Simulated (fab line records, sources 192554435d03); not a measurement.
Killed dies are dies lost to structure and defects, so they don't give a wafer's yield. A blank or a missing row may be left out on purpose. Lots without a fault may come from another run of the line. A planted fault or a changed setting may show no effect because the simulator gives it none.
Chamber matching | flow n5_finfet | N5_BEOL_M5_CURE_79 on uv_cure-02: 3 sister chambers
The step cures SiCOH lowk, time 240 s. 6 wafers are shown with their chamber, then 12 later ones without.

WAFERS WITH THEIR CHAMBER
wafer  | chamber | wafer_temp_C_max | lamp_power_pct (%)
L085.4 | 2       | 386.4            | 52.34
L085.5 | 2       | 386.1            | 52.29
L090.3 | 1       | 387.0            | 52.36
L090.6 | 1       | 387.0            | 52.36
L092.3 | 0       | 387.1            | 52.26
L092.6 | 0       | 386.9            | 52.29

WAFERS WITHOUT THEIR CHAMBER
wafer  | wafer_temp_C_max | lamp_power_pct (%)
L093.1 | 386.3            | 52.29
L093.3 | 386.5            | 52.33
L093.6 | 386.8            | 52.37
L094.2 | 387.2            | 52.32
L094.3 | 386.8            | 52.27
L094.6 | 387.2            | 52.36
L096.1 | 386.9            | 52.32
L096.3 | 386.4            | 52.32
L096.4 | 386.4            | 52.36
L097.1 | 387.1            | 52.25
L097.2 | 386.8            | 52.25
L097.5 | 387.5            | 52.24

WHICH CHAMBER EACH WENT THROUGH
wafer  | from the rows above     | in truth
L093.1 | 2                       | 2
L093.3 | can't be placed: 2 or 1 | 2
L093.6 | 1                       | 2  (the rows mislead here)
L094.2 | can't be placed: 1 or 0 | 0
L094.3 | 0                       | 0
L094.6 | 1                       | 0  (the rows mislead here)
L096.1 | can't be placed: 1 or 0 | 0
L096.3 | 2                       | 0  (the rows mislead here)
L096.4 | can't be placed: 2 or 1 | 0
L097.1 | 0                       | 0
L097.2 | 0                       | 0
L097.5 | 0                       | 0
Placed correctly: 5 of 12. Can't be placed from these rows: 4 (the true chamber is among the candidates in 3). Placed wrongly: 3.
How it was worked out, from the rows above alone: a wafer's distance from a chamber is the root of the sum, over the readings, of the square of ((its reading less the chamber's mean) divided by the reading's scatter). The wafer belongs to the nearest chamber; if the next one is less than 2 further off, it can't be placed. A chamber's mean is the mean of its shown wafers. The scatter: the root of (the sum of the squares of (reading less its chamber's mean) over the shown wafers, divided by (wafers less chambers)).
